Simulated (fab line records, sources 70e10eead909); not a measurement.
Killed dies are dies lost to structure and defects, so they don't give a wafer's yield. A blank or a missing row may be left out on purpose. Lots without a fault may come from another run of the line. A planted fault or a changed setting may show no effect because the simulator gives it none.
Which tool did it? | flow nand_harc | 12 lots, 36 wafers sampled, at 5 steps of a route of 1302

WHAT THE GAUGES READ, wafer by wafer
NHARC_A_SGD_CUT_CD_MEAS_09: target cd 100 nm.
lot  | measured     | on        | cd_nm (nm)
L076 | day 19 19:02 | cd_sem-01 | 99.7 98.8 99.5
L078 | day 21 11:56 | cd_sem-01 | 100.3 101.3 99.9
L079 | day 21 15:08 | cd_sem-03 | 99.0 99.1 99.4
L081 | day 22 05:35 | cd_sem-03 | 99.6 99.7 99.3
L084 | day 23 10:53 | cd_sem-01 | 100.3 100.8 100.0
L086 | day 23 17:47 | cd_sem-03 | 100.1 100.8 100.1
L087 | day 24 15:12 | cd_sem-02 | 99.9 100.3 99.8
L090 | day 25 07:58 | cd_sem-02 | 100.2 100.2 100.7
L092 | day 27 06:02 | cd_sem-03 | 100.0 99.3 100.7
L093 | day 27 05:36 | cd_sem-03 | 99.4 99.6 99.6
L094 | day 27 21:32 | cd_sem-01 | 100.4 100.4 99.8
L097 | day 28 11:41 | cd_sem-02 | 98.8 99.7 99.2

WHICH TOOL RAN EACH LOT (tool, then ch and the chambers of the sampled wafers, then the start)
lot  | NHARC_A_STAIRCASE_HM_OPEN_457                 | NHARC_A_STAIRCASE_STRIP_446          | NHARC_A_STAIRCASE_CMP_152     | NHARC_A_STAIRCASE_ETCHBACK_422
L076 | rie_diel-09 ch 2,3, day 19 15:48 or earlier   | plasma_asher-01 ch 0,1, day 19 15:48 | cmp-04 ch 1,2, day 19 16:38   | rie_diel-12 ch 0,3, day 19 17:06
L078 | rie_diel-02 ch 0,2,3, day 21 05:49 or earlier | plasma_asher-01 ch 0,1, day 21 05:49 | cmp-01 ch 1,3, day 21 06:39   | rie_diel-02 ch 0,1,2, day 21 07:08
L079 | rie_diel-12 ch 0,2, day 21 11:46 or earlier   | plasma_asher-02 ch 0, day 21 11:46   | cmp-01 ch 0,1,2, day 21 12:38 | rie_diel-02 ch 0,3, day 21 13:05
L081 | rie_diel-12 ch 0,1, day 22 02:17 or earlier   | plasma_asher-01 ch 0,1, day 22 02:17 | cmp-01 ch 0,1,3, day 22 03:05 | rie_diel-02 ch 1,2,3, day 22 03:33
L084 | rie_diel-09 ch 0,1,2, day 23 07:28 or earlier | plasma_asher-02 ch 0,1, day 23 07:28 | cmp-01 ch 1,2,3, day 23 08:17 | rie_diel-12 ch 0,2,3, day 23 08:45
L086 | rie_diel-02 ch 0,3, day 23 14:22 or earlier   | plasma_asher-01 ch 0,1, day 23 14:22 | cmp-02 ch 0,3, day 23 15:14   | rie_diel-12 ch 0,2,3, day 23 15:46
L087 | rie_diel-12 ch 0,2,3, day 24 11:46 or earlier | plasma_asher-02 ch 0,1, day 24 11:46 | cmp-01 ch 0,1,2, day 24 12:38 | rie_diel-12 ch 0,2,3, day 24 13:05
L090 | rie_diel-02 ch 1,2,3, day 25 04:29 or earlier | plasma_asher-01 ch 0,1, day 25 04:29 | cmp-02 ch 0,1,2, day 25 05:22 | rie_diel-09 ch 0,1,2, day 25 05:49
L092 | rie_diel-02 ch 0,2,3, day 27 02:40 or earlier | plasma_asher-01 ch 0,1, day 27 02:40 | cmp-01 ch 0,2,3, day 27 03:32 | rie_diel-09 ch 0,1,2, day 27 04:01
L093 | rie_diel-12 ch 0,3, day 27 02:10 or earlier   | plasma_asher-01 ch 0,1, day 27 02:10 | cmp-04 ch 2,3, day 27 03:00   | rie_diel-09 ch 0,1,2, day 27 03:31
L094 | rie_diel-09 ch 0,2,3, day 27 18:10 or earlier | plasma_asher-02 ch 0, day 27 18:10   | cmp-04 ch 0,1,2, day 27 19:02 | rie_diel-12 ch 1,2,3, day 27 19:28
L097 | rie_diel-09 ch 0,1,3, day 28 08:25 or earlier | plasma_asher-01 ch 0,1, day 28 08:25 | cmp-02 ch 0,2,3, day 28 09:19 | rie_diel-02 ch 0,1,3, day 28 09:47
- NHARC_A_STAIRCASE_HM_OPEN_457: chemistry O2/COS.
- NHARC_A_STAIRCASE_STRIP_446: strips in O2.
- NHARC_A_STAIRCASE_CMP_152: polishes.
- NHARC_A_STAIRCASE_ETCHBACK_422: etches the open film in CH3F/O2, target depth 40 nm, time 74.286 s.

THE ANSWER, worked out from the rows above alone
Rule: what is usual is taken from the lots themselves. Put in order of their means at a reading, lots are off if they are a third of the lots or fewer, leave a main group of 4 or more, and stand apart from it by a gap of 3 or more times the standard deviation of the main group's means; of several such gaps the widest counts. A main group whose means are all the same, to the digits that the tables above print for the reading, isn't used. A lot without any number at a reading at which 4 lots or more have one is off too. The other lots that the step has rows for count as sound.
No lot is off at any reading shown: from this, nothing can be told.

WHAT THE SIMULATOR HAD PUT IN
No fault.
